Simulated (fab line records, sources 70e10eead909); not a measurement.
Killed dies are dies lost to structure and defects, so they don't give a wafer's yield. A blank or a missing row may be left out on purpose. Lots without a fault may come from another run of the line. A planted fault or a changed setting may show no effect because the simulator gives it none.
Which tool did it? | flow nand_harc | 14 lots, 40 wafers sampled, at 6 steps of a route of 1159

WHAT THE GAUGES READ, wafer by wafer
NHARC_A_ONON_D1_THK_MEAS_21: measures by ellipsometry. Usual: thk_nm 1003 nm, standard deviation 11.
lot  | measured     | on            | thk_nm (nm)    | flag
L287 | day 7 21:17  | film_metro-02 | 994 994 993    |
L289 | day 8 06:43  | film_metro-01 | 1018 1018 1019 |
L288 | day 8 06:46  | film_metro-02 | 1006 1006 1006 |
L291 | day 8 14:07  | film_metro-02 | 996 997 995    |
L292 | day 9 09:39  | film_metro-01 | 1009 1011      |
L297 | day 10 12:01 | film_metro-02 | 1022 1023      |
L299 | day 11 05:34 | film_metro-02 | 1012 1013 1015 |
L301 | day 11 21:16 | film_metro-01 | 1001 1002 1001 |
L302 | day 11 21:16 | film_metro-02 | 992 995 995    |
L305 | day 12 00:46 | film_metro-01 | 1012 1013 1014 |
L304 | day 12 00:46 | film_metro-02 | 993 994 993    |
L307 | day 12 22:04 | film_metro-02 | 989 991 991    |
L310 | day 13 05:07 | film_metro-02 | 998 1001 1000  |
L309 | day 13 10:45 | film_metro-02 | 999 998 999    |

NHARC_A_ONON_D1_THK_MEAS_27: measures by ellipsometry. Usual: thk_nm 1000 nm, standard deviation 9.8.
lot  | measured     | on            | thk_nm (nm)    | flag
L287 | day 7 22:52  | film_metro-01 | 997 1001 1001  |
L289 | day 8 07:51  | film_metro-02 | 997 998 997    |
L288 | day 8 07:55  | film_metro-01 | 993 993 993    |
L291 | day 8 15:15  | film_metro-02 | 1012 1011 1012 |
L292 | day 9 10:48  | film_metro-01 | 997 997        |
L297 | day 10 13:10 | film_metro-01 | 1016 1014      |
L299 | day 11 06:43 | film_metro-02 | 1002 999 1000  |
L301 | day 11 22:23 | film_metro-02 | 988 989 987    |
L302 | day 11 22:24 | film_metro-01 | 1002 1001 1000 |
L305 | day 12 01:53 | film_metro-01 | 1016 1014 1015 |
L304 | day 12 02:09 | film_metro-01 | 985 985 985    |
L307 | day 12 23:12 | film_metro-02 | 995 994 994    |
L310 | day 13 06:16 | film_metro-02 | 1009 1008 1010 |
L309 | day 13 11:53 | film_metro-01 | 984 985 986    |

NHARC_A_ONON_D1_THK_MEAS_30: measures by ellipsometry. Usual: thk_nm 1002 nm, standard deviation 9.5.
lot  | measured     | on            | thk_nm (nm)    | flag
L287 | day 7 23:26  | film_metro-02 | 1011 1008 1010 |
L289 | day 8 08:25  | film_metro-01 | 989 987 990    |
L288 | day 8 08:29  | film_metro-02 | 989 988 986    |
L291 | day 8 15:49  | film_metro-01 | 1012 1013 1013 |
L292 | day 9 11:22  | film_metro-02 | 1920 994       | OFF
L297 | day 10 13:44 | film_metro-02 | 1936 1011      | OFF
L299 | day 11 07:18 | film_metro-01 | 984 984 985    |
L301 | day 11 22:58 | film_metro-02 | 1003 1005 1005 |
L302 | day 11 22:58 | film_metro-01 | 994 996 996    |
L305 | day 12 02:30 | film_metro-02 | 1017 1020 1018 |
L304 | day 12 02:43 | film_metro-02 | 1014 1013 1013 |
L307 | day 12 23:46 | film_metro-02 | 1004 1001 1003 |
L310 | day 13 06:50 | film_metro-01 | 1002 999 1000  |
L309 | day 13 12:27 | film_metro-01 | 996 998 997    |

NHARC_END_SORT_01. Usual: killed_at_array 28, standard deviation 11; killed_at_other 0.8, standard deviation 1.3; killed_at_periphery 3.6, standard deviation 2.5; killed_dies 32, standard deviation 11; killed_open 3.0, standard deviation 1.8; killed_short 2.0, standard deviation 1.5.
lot  | measured     | on        | killed_at_array | killed_at_other | killed_at_periphery | killed_dies | killed_open | killed_short | flag
L292 | day 21 13:41 | prober-02 | 670 18          | 3 1             | 4 3                 | 677 22      | 2 3         | 2 7          | OFF

WHICH TOOL RAN EACH LOT (tool, then ch and the chambers of the sampled wafers, then the start)
lot  | NHARC_A_ONON_D1_DEP_28           | NHARC_A_ONON_D1_DEP_33
L287 | pecvd_onon-02 ch 0, day 7 22:55  | pecvd-04 ch 1,2, day 7 23:29
L289 | pecvd_onon-02 ch 0, day 8 07:54  | pecvd-01 ch 0,2, day 8 08:31
L288 | pecvd_onon-01 ch 0, day 8 08:02  | pecvd-02 ch 0,1, day 8 08:32
L291 | pecvd_onon-01 ch 0, day 8 15:22  | pecvd-04 ch 0,1,2, day 8 15:52
L292 | pecvd_onon-02 ch 0, day 9 10:55  | pecvd-01 ch 1,2, day 9 11:38
L297 | pecvd_onon-02 ch 0, day 10 13:16 | pecvd-02 ch 1,2, day 10 13:47
L299 | pecvd_onon-01 ch 0, day 11 06:49 | pecvd-04 ch 1,2, day 11 07:37
L301 | pecvd_onon-01 ch 0, day 11 22:31 | pecvd-04 ch 0,1,2, day 11 23:01
L302 | pecvd_onon-03 ch 0, day 11 22:28 | pecvd-01 ch 0,2, day 11 23:02
L305 | pecvd_onon-01 ch 0, day 12 01:59 | pecvd-04 ch 0,2, day 12 02:34
L304 | pecvd_onon-03 ch 0, day 12 02:12 | pecvd-02 ch 0,1,2, day 12 02:50
L307 | pecvd_onon-03 ch 0, day 12 23:16 | pecvd-04 ch 0,2, day 12 23:50
L310 | pecvd_onon-03 ch 0, day 13 06:19 | pecvd-04 ch 0,1,2, day 13 07:09
L309 | pecvd_onon-03 ch 0, day 13 11:56 | pecvd-02 ch 0,2, day 13 12:33
- NHARC_A_ONON_D1_DEP_28: target thk 1000 nm.
- NHARC_A_ONON_D1_DEP_33: deposits SiO2, target thk 200 nm.

WHAT THE TOOLS THEMSELVES READ (means of the sampled wafers that have a number; where no wafer has one, the mark that the record gives instead)
NHARC_A_ONON_D1_DEP_28. Usual: n2o_flow_sccm 1999 sccm, standard deviation 6.
lot  | tool          | n2o_flow_sccm (sccm) | flag
L287 | pecvd_onon-02 | 1992                 |
L289 | pecvd_onon-02 | 1999                 |
L288 | pecvd_onon-01 | 2003                 |
L291 | pecvd_onon-01 | 2005                 |
L292 | pecvd_onon-02 | 2002                 |
L297 | pecvd_onon-02 | 2000                 |
L299 | pecvd_onon-01 | 2004                 |
L301 | pecvd_onon-01 | 1994                 |
L302 | pecvd_onon-03 | 2006                 |
L305 | pecvd_onon-01 | 1995                 |
L304 | pecvd_onon-03 | 1994                 |
L307 | pecvd_onon-03 | 1987                 |
L310 | pecvd_onon-03 | 2011                 |
L309 | pecvd_onon-03 | 2002                 |

NHARC_A_ONON_D1_DEP_33. Usual: heater_power_w 561 W, standard deviation 110; rf_fwd_power_W 898.3 W, standard deviation 2.7; throttle_valve_pct 15.9 %, standard deviation 0.52.
lot  | tool     | heater_power_w (W) | rf_fwd_power_W (W) | throttle_valve_pct (%) | flag
L287 | pecvd-04 | 513                | 897.2              | 16.0                   |
L289 | pecvd-01 | 516                | 897.3              | 16.5                   |
L288 | pecvd-02 | 389                | 898.4              | 16.0                   |
L291 | pecvd-04 | 602                | 896.8              | 15.8                   |
L292 | pecvd-01 | 640                | 898.2              | 15.8                   |
L297 | pecvd-02 | 550                | 899.3              | 16.0                   |
L299 | pecvd-04 | 580                | 896.1              | 15.7                   |
L301 | pecvd-04 | 563                | 895.7              | 15.8                   |
L302 | pecvd-01 | 509                | 898.4              | 16.7                   |
L305 | pecvd-04 | 555                | 899.2              | 15.5                   |
L304 | pecvd-02 | 475                | 899.6              | 16.2                   |
L307 | pecvd-04 | 629                | 898.6              | 15.6                   |
L310 | pecvd-04 | 538                | 897.6              | 15.8                   |
L309 | pecvd-02 | 426                | 895.2              | 15.9                   |

THE ANSWER, worked out from the rows above alone
Rule: a lot is off if the mean of its wafers that have a number lies more than 3 standard deviations from the usual mean. A lot without any number at a reading at which 4 lots or more have one is off too. The other lots that the step has rows for count as sound. The gauges are gone through in route order, then the tools' own readings, and for those a lot's mean is taken as printed above. The first step at which some lot is off is used, and at that step the reading that is off furthest; a lot without a number counts as furthest.
Off: L292, L297, at NHARC_A_ONON_D1_THK_MEAS_30 (thk_nm).
A tool fits if, at a process step before that reading, it ran every lot that is off, and no sound lot after the first of them. The gauges at NHARC_A_ONON_D1_THK_MEAS_30 are tried like those tools. One fits: pecvd_onon-02 at NHARC_A_ONON_D1_DEP_28. Its last sound lot is L289 (day 8 07:54), its first lot that is off L292 (day 9 10:55): a fault that began between those two fits.

WHAT THE SIMULATOR HAD PUT IN
Process parameter drift: pecvd_onon-02, from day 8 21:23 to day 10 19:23, at NHARC_A_ONON_D1_DEP_28. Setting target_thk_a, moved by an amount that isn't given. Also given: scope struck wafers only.
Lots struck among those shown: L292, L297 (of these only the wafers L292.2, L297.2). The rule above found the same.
